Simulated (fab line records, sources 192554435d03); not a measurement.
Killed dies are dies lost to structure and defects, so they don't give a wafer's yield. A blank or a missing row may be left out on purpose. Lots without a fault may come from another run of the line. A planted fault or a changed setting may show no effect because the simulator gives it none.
Split-lot experiment | flow n5_finfet | 7 lots, 39 wafers read, on a route of 1938 steps

THE SPLIT
At N5_MOL_CONTACT_COAG_ETCH_106 (etches SOC in N2/H2, target depth 80 nm, overetch 16 nm, time 120 s), the setting source_w was moved away from the recipe's 840 W on 15 of the 39 wafers read, by -11.8% to +12.3%. The other wafers ran this setting at the recipe's value.

The reading is taken at the split's own step.

THE READING
rf_vpp_V, in V, at N5_MOL_CONTACT_COAG_ETCH_106 (etches SOC in N2/H2, target depth 80 nm, overetch 16 nm, time 120 s). Fault-free wafers of this fab line usually give 523.5 V, standard deviation 2.4 V.

wafer  | tool, chamber at the split | source_w as run, W | against the recipe | rf_vpp_V, V | against lot-mates on the recipe
L074.1 | rie_diel-03, 3             | 840                | recipe             | 526.4       | -
L074.2 | rie_diel-03, 0             | 840                | recipe             | 526.3       | -
L074.3 | rie_diel-03, 1             | 840                | recipe             | 525.2       | -
L075.1 | rie_diel-01, 3             | 747                | -11.1%             | 544.2       | +20.2
L075.2 | rie_diel-01, 0             | 840                | recipe             | 526.0       | -
L075.3 | rie_diel-01, 2             | 747                | -11.1%             | 540.9       | +16.9
L075.4 | rie_diel-01, 3             | 747                | -11.1%             | 544.1       | +20.1
L075.5 | rie_diel-01, 2             | 840                | recipe             | 521.0       | -
L075.6 | rie_diel-01, 0             | 840                | recipe             | 524.9       | -
L084.1 | rie_diel-01, 2             | 888.5              | +5.8%              | 511.3       | -12.5
L084.2 | rie_diel-01, 3             | 840                | recipe             | 524.5       | -
L084.3 | rie_diel-01, 0             | 840                | recipe             | 526.9       | -
L084.4 | rie_diel-01, 1             | 888.5              | +5.8%              | 510.1       | -13.7
L084.5 | rie_diel-01, 1             | 840                | recipe             | 520.1       | -
L084.6 | rie_diel-01, 0             | 888.5              | +5.8%              | 515.4       | -8.4
L087.1 | rie_diel-03, 2             | 943.5              | +12.3%             | 509.3       | -15.8
L087.2 | rie_diel-03, 0             | 943.5              | +12.3%             | 506.2       | -18.9
L087.3 | rie_diel-03, 1             | 840                | recipe             | 526.0       | -
L087.4 | rie_diel-03, 3             | 943.5              | +12.3%             | 504.8       | -20.3
L087.5 | rie_diel-03, 3             | 840                | recipe             | 523.8       | -
L087.6 | rie_diel-03, 0             | 840                | recipe             | 525.4       | -
L088.1 | rie_diel-04, 1             | 840                | recipe             | 520.9       | -
L088.2 | rie_diel-04, 0             | 840                | recipe             | 521.9       | -
L088.3 | rie_diel-04, 2             | 889.8              | +5.9%              | 514.5       | -8.2
L088.4 | rie_diel-04, 3             | 840                | recipe             | 525.3       | -
L088.5 | rie_diel-04, 3             | 889.8              | +5.9%              | 515.1       | -7.6
L088.6 | rie_diel-04, 2             | 889.8              | +5.9%              | 513.5       | -9.2
L090.1 | rie_diel-01, 1             | 840                | recipe             | 520.7       | -
L090.2 | rie_diel-01, 2             | 840                | recipe             | 520.6       | -
L090.3 | rie_diel-01, 0             | 840                | recipe             | 525.0       | -
L090.4 | rie_diel-01, 3             | 840                | recipe             | 521.9       | -
L090.5 | rie_diel-01, 0             | 840                | recipe             | 526.5       | -
L090.6 | rie_diel-01, 1             | 840                | recipe             | 520.3       | -
L096.1 | rie_diel-04, 3             | 741.2              | -11.8%             | 544.9       | +24.2
L096.2 | rie_diel-04, 0             | 840                | recipe             | 521.6       | -
L096.3 | rie_diel-04, 1             | 840                | recipe             | 520.3       | -
L096.4 | rie_diel-04, 2             | 840                | recipe             | 520.3       | -
L096.5 | rie_diel-04, 3             | 741.2              | -11.8%             | 545.1       | +24.4
L096.6 | rie_diel-04, 2             | 741.2              | -11.8%             | 545.0       | +24.3

THE FIT
A straight line over all 39 wafers: rf_vpp_V changes by -1.65 V for each +1% of source_w; r = -0.97; the points scatter about the line by 2.5 V.
The same after taking each lot's own level away (the mean of its wafers on the recipe; 39 wafers): -1.74 V for each +1%; r = -0.98; scatter 2.3 V.
On that fit, the largest move of source_w shifts the reading by 21 V.
The lots' own levels span 520.73 to 525.97 V, that is 2.2 times the standard deviation above.
So the lot-to-lot level changes the slope little: the two slopes agree.
Check: with one of the wafers moved furthest among these (+12.3%) left out of the fit, the line predicts -21.7 V for it against its lot-mates. It came out at -15.8 V against them.
Tool readings at the split's step, against how far the setting was moved: rf_vpp_V r = -0.97.

OTHER SPLITS ON THESE WAFERS
These wafers also went through other splits before the reading. Each is held against what the fit with the lots' levels taken away leaves over:
other split on the same wafers        | wafers away from the commonest value | r with rf_vpp_V (lot level and that fit taken away)
N5_MOL_CONTACT_COAG_EXPOSE_05 dose_mj | 12                                   | -0.35

THE FILE'S OWN FIT
rf_vpp_V changes by -1.74 V for each +1% of source_w, r = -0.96.
